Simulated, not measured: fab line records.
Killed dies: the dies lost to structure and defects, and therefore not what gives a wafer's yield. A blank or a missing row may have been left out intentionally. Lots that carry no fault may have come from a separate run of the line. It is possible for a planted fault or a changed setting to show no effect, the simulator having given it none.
What tool caused it? -- flow nand harc -- Sampling: 14 lots, 41 wafers, 5 of 1159 route steps

WHAT EACH GAUGE READ, for each wafer
NHARC_A_BLC_CD_MEAS_19. Usual: cd nm at 100.8 nm, with a standard deviation of 2.1.
lot,measured,on,cd nm (nm),flag
L200,day 17 11:46,cd sem-02,101.6 101.2 100.2,
L201,day 17 10:53,cd sem-02,98.8 100.3 99.8,
L203,day 17 13:47,cd sem-01,99.2 102.5 99.6,
L202,day 17 12:26,cd sem-03,99.1 100.7 99.7,
L205,day 18 02:40,cd sem-03,99.4 100.4 100.6,
L204,day 18 02:58,cd sem-01,100.0 101.3 101.7,
L206,day 19 07:06,cd sem-01,96.4 100.7 101.8,
L208,day 20 02:06,cd sem-02,103.1 102.3 98.4,
L210,day 20 01:14,cd sem-03,104.0 100.8 105.1,
L211,day 19 18:33,cd sem-02,100.0 99.9 99.7,
L209,day 20 11:23,cd sem-01,100.0 100.3 96.9,
L212,day 20 22:49,cd sem-02,104.2,
L214,day 21 00:49,cd sem-02,100.1 100.1,
L223,day 23 10:40,cd sem-02,97.1 99.6 99.0,

NHARC_END_SORT_01. Usual: killed at array 26, standard deviation 11; killed at other 0.4, standard deviation 0.78; killed at periphery 3.4, standard deviation 2.4; killed dies 29, standard deviation 11; killed open 3.1, standard deviation 1.9; killed short 1.9, standard deviation 1.4.
lot,measured,on,killed at array,killed at other,killed at periphery,killed dies,killed open,killed short,flag
L212,day 24 18:24,prober-02,623 18,1 1,7 7,631 26,6 8,0 1,OFF
L214,day 24 23:32,prober-01,37 568 40,1 0 1,3 2 2,41 570 43,5 2 2,1 2 3,OFF

EACH LOT AND THE TOOL THAT RAN IT (in order: tool; ch and the chambers of the sampled wafers; start)
lot,NHARC_A_SLIT_DEP_23,NHARC_A_CONTACT_ETCH_134,NHARC_A_BLC_STRIP_29
L200,"pecvd-03 ch 0,1,2, day 14 03:02","har cap etch-01 ch 0,1, day 17 01:50","rie diel-12 ch 0,3, day 17 11:50"
L201,"pecvd-01 ch 1,2, day 14 03:05","har cap etch-02 ch 0,1, day 17 00:46","rie diel-08 ch 0,1,3, day 17 10:58"
L203,"pecvd-03 ch 0,2, day 14 14:18","har cap etch-02 ch 0,1, day 17 03:39","rie diel-12 ch 1,2,3, day 17 13:55"
L202,"pecvd-03 ch 0,1,2, day 14 14:52","har cap etch-03 ch 0,1, day 17 03:16","rie diel-12 ch 0,3, day 17 12:30"
L205,"pecvd-03 ch 0,1,2, day 15 06:26","har cap etch-03 ch 0,1, day 17 19:17","rie diel-08 ch 0,1,2, day 18 02:44"
L204,"pecvd-01 ch 1,2, day 15 06:40","har cap etch-02 ch 0,1, day 17 20:19","rie diel-08 ch 0,1,2, day 18 03:04"
L206,"pecvd-02 ch 0,1,2, day 16 07:47","har cap etch-01 ch 0,1, day 18 22:33","rie diel-12 ch 1,3, day 19 07:11"
L208,"pecvd-03 ch 0,2, day 16 21:19","har cap etch-03 ch 0,1, day 19 19:43","rie diel-12 ch 0,2,3, day 20 02:11"
L210,"pecvd-01 ch 0,1, day 16 21:19","har cap etch-02 ch 0,1, day 19 19:49","rie diel-01 ch 1,2, day 20 01:31"
L211,"pecvd-01 ch 0,1, day 16 21:35","har cap etch-03 ch 0,1, day 19 12:51","rie diel-12 ch 1,2,3, day 19 18:38"
L209,"pecvd-03 ch 0,2, day 16 23:14","har cap etch-03 ch 0, day 20 02:47","rie diel-01 ch 0,2, day 20 11:28"
L212,"pecvd-03 ch 0,2, day 17 21:56","har cap etch-01 ch 1, day 20 10:57","rie diel-12 ch 2, day 20 22:57"
L214,"pecvd-03 ch 0,1,2, day 17 22:26","har cap etch-02 ch 0,1, day 20 14:48","rie diel-12 ch 0,2, day 21 00:55"
L223,"pecvd-03 ch 0,1, day 20 10:17","har cap etch-03 ch 1, day 23 01:16","rie diel-08 ch 0,1,3, day 23 10:45"
- NHARC_A_SLIT_DEP_23: deposits SiON, target thk 100 nm.
- NHARC_A_CONTACT_ETCH_134: etches the open film in C4F8/O2/Ar, time 140 s, target depth 700 nm.
- NHARC_A_BLC_STRIP_29: strips in CF4.

WHAT THE TOOLS THEMSELVES READ (means of the sampled wafers that have a number; where no wafer has one, the mark that the record gives instead)
NHARC_A_SLIT_DEP_23. Usual: heater power w at 740 W, with a standard deviation of 130.
lot,tool,heater power w (W),flag
L200,pecvd-03,716,
L201,pecvd-01,678,
L203,pecvd-03,775,
L202,pecvd-03,725,
L205,pecvd-03,718,
L204,pecvd-01,661,
L206,pecvd-02,712,
L208,pecvd-03,884,
L210,pecvd-01,742,
L211,pecvd-01,691,
L209,pecvd-03,775,
L212,pecvd-03,802,
L214,pecvd-03,760,
L223,pecvd-03,876,

NHARC_A_BLC_STRIP_29. Usual: cf4 flow sccm 150.0 sccm, standard deviation 0.45; drypump motor current A 6.0 A, standard deviation 0.4; oes product au 0.998 a.u., standard deviation 0.0098; rf vpp V 59.3 V, standard deviation 0.91; showerhead plenum p Torr 1.74 Torr, standard deviation 0.072; throttle valve pct 13.284 %, standard deviation 0.0091.
lot,tool,cf4 flow sccm (sccm),drypump motor current A (A),oes product au (a.u.),rf vpp V (V),showerhead plenum p Torr (Torr),throttle valve pct (%),flag
L200,rie diel-12,150.6,5.8,1.009,59.0,1.67,13.276,
L201,rie diel-08,150.4,5.9,1.020,59.5,1.80,13.278,
L203,rie diel-12,150.1,6.2,0.996,59.8,1.76,13.286,
L202,rie diel-12,150.0,5.8,1.004,59.3,1.67,13.293,
L205,rie diel-08,149.4,5.8,1.008,58.9,1.78,13.282,
L204,rie diel-08,150.1,5.7,0.999,59.3,1.78,13.286,
L206,rie diel-12,150.4,6.0,0.993,59.0,1.73,13.281,
L208,rie diel-12,149.9,6.0,0.991,59.9,1.71,13.279,
L210,rie diel-01,149.9,5.7,1.005,58.8,1.66,13.285,
L211,rie diel-12,149.9,6.2,0.988,58.9,1.76,13.283,
L209,rie diel-01,149.9,5.8,1.011,59.3,1.70,13.285,
L212,rie diel-12,150.8,6.5,0.980,58.5,1.77,13.271,
L214,rie diel-12,150.1,6.2,0.988,59.2,1.71,13.277,
L223,rie diel-08,149.6,5.9,0.999,59.7,1.80,13.290,

THE ANSWER, worked out from the rows above alone
Rule: lot off if the mean of its wafers having a number is beyond 3 standard deviations from the usual mean. A lot without any number at a reading at which 4 lots or more have one is off too. Any other lot the step has rows for is counted as sound. First the gauges in route order, then the tools' own readings, where a lot's mean is used as printed above. The first step at which some lot is off is used, and at that step the reading that is off furthest; a lot without a number counts as furthest.
Off: L212, L214, at NHARC_END_SORT_01 (killed dies). Neither off nor sound, because the step has no rows for them: L200, L201, L203, L202, L205, L204, L206, L208, L210, L211, L209, L223.
If a tool, at a process step before that reading, ran all the lots that are off and no sound lot after the first of them, it fits. Those tools and the gauges at NHARC_END_SORT_01 are tried in the same way. Undecided on this evidence; 2 tools fit (pecvd-03 at NHARC_A_SLIT_DEP_23, rie diel-12 at NHARC_A_BLC_STRIP_29).

WHAT THE SIMULATOR HAD INSERTED
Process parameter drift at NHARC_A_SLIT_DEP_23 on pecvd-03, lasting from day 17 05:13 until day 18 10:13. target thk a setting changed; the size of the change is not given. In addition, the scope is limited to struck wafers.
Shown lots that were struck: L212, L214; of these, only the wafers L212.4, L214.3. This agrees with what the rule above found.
